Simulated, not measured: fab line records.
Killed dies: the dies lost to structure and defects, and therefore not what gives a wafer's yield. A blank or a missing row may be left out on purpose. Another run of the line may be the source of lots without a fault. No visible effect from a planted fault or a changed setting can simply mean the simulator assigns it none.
Code-filled problem report in 8D (eight disciplines) form ; flow nandHarc ; the parts of the form that need people (team, actions taken, sign-off) are left out

== 1. WHAT WENT WRONG ==
Mean of thkNm at NHARC_A_ONON_D1_THK_MEAS_34: 225.1 nm across 3 wafers in 2 lots; on wafers with no fault it is 199.7 nm (standard deviation 2.6). Relative to the usual mean, that is a shift of +9.8 standard deviations.
The step: measures by ellipsometry.
Seen first at day 10 22:41 on filmMetro-01, wafer L668.5. The record has a number at this step for 33 wafers belonging to 11 lots. The rule behind "out" and "out of limits": a value lying over 4 standard deviations away from the usual mean. The rest of the wafers with a number are treated as sound.

== 2. WHAT IT IS, AND WHAT IT ISN'T ==
question;is;is not
which readings at this step;thkNm;-
which lots;L668, L669;L663, L664, L666, L676, L678, L679, L681, L683, L684
which wafers of those lots;L668.5, L669.2, L669.4;L668.4, L668.6, L669.1
read on which gauges;filmMetro-01, filmMetro-02;-
when;from day 10 22:41;"up to then (11 sound wafers); but 19 sound wafers of L669, L676, L678, L679, L681, L683, L684 came after"

== 3. WHAT RULES OUT EACH SUSPECT ==
Counting: if a tool at a process step up to the reading ran every lot that is out, it stays a suspect. Sound lots after the first of them don't rule it out here, since some wafers of a struck lot are sound.
- the gauge at NHARC_A_ONON_D1_THK_MEAS_34 is ruled out. 2 gauges (filmMetro-01, filmMetro-02) read the wafers that are out.
- rieDiel-10 at NHARC_A_ZERO_WELL_ETCH_19 (etches the open film in N2/H2, target depth 80 nm, overetch 24 nm, time 87.88 s): kept. It ran every lot that is out, first L668 (day 9 14:02); its last sound lot up to then is L666 (day 9 01:10).
- pecvd-03 at NHARC_A_ONON_D1_DEP_33 (deposits SiO2, target thk 200 nm): kept. It ran every lot that is out, first L668 (day 10 22:25); its last sound lot up to then is L666 (day 10 14:06). Its own readings are out on those wafers: mfcPrecursorSccm.
- pecvd-03, NHARC_A_ONON_D1_DEP_33: wafers that are out in chamber 0, sound lot-mates in chambers 1, 2.
Left after counting: rieDiel-10 at NHARC_A_ZERO_WELL_ETCH_19, pecvd-03 at NHARC_A_ONON_D1_DEP_33.

== 4. THE CAUSE (what the simulator had put in) ==
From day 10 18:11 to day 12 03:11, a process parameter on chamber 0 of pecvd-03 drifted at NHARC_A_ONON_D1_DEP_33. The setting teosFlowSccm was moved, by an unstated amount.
Counting left 2 suspects, and this tool is among them.

== 5. SEQUENCE OF EFFECTS, ordered by route ==
Each row: a reading whose mean over the struck wafers that have a number lies more than 3 standard deviations from the usual. Scope: only readings with a usual standard deviation given in the record; hours: median across lots of the time from each lot's start at the first step in this table that gives one to its start at this step; sigmas: change in usual standard deviations.
hours;step;reading;usual;on struck wafers;change;sigmas
0;NHARC_A_ONON_D1_DEP_33;mfcPrecursorSccm;161.4 sccm;182.3;+20.9;+42
0;NHARC_A_ONON_D1_THK_MEAS_34;thkNm;199.7 nm;225.1;+25.4;+9.8
It contains these process steps:
- NHARC_A_ONON_D1_DEP_33: deposits SiO2, target thk 200 nm.
Later steps that measure or inspect, where all struck wafers having a row at the step show a number for every such reading and not one has moved that far: NHARC_A_CHANNEL_HOLE_D1_CD_MEAS_10.

== 6. HOW IT WOULD HAVE BEEN CAUGHT EARLIER ==
Counted from the fault's start at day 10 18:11, it took 4 hours until the first out-of-limits reading at a measuring or inspecting step in this record, taken at day 10 22:41.
The tool's own readings at NHARC_A_ONON_D1_DEP_33 were out on every struck wafer that the step has a row for (mfcPrecursorSccm): an alarm limit on them would have fired on the first of those.
Lots out: 2; of these, L669 started NHARC_A_ONON_D1_DEP_33 on pecvd-03 after day 10 22:41. A tool hold placed at that time would have kept it from harm.
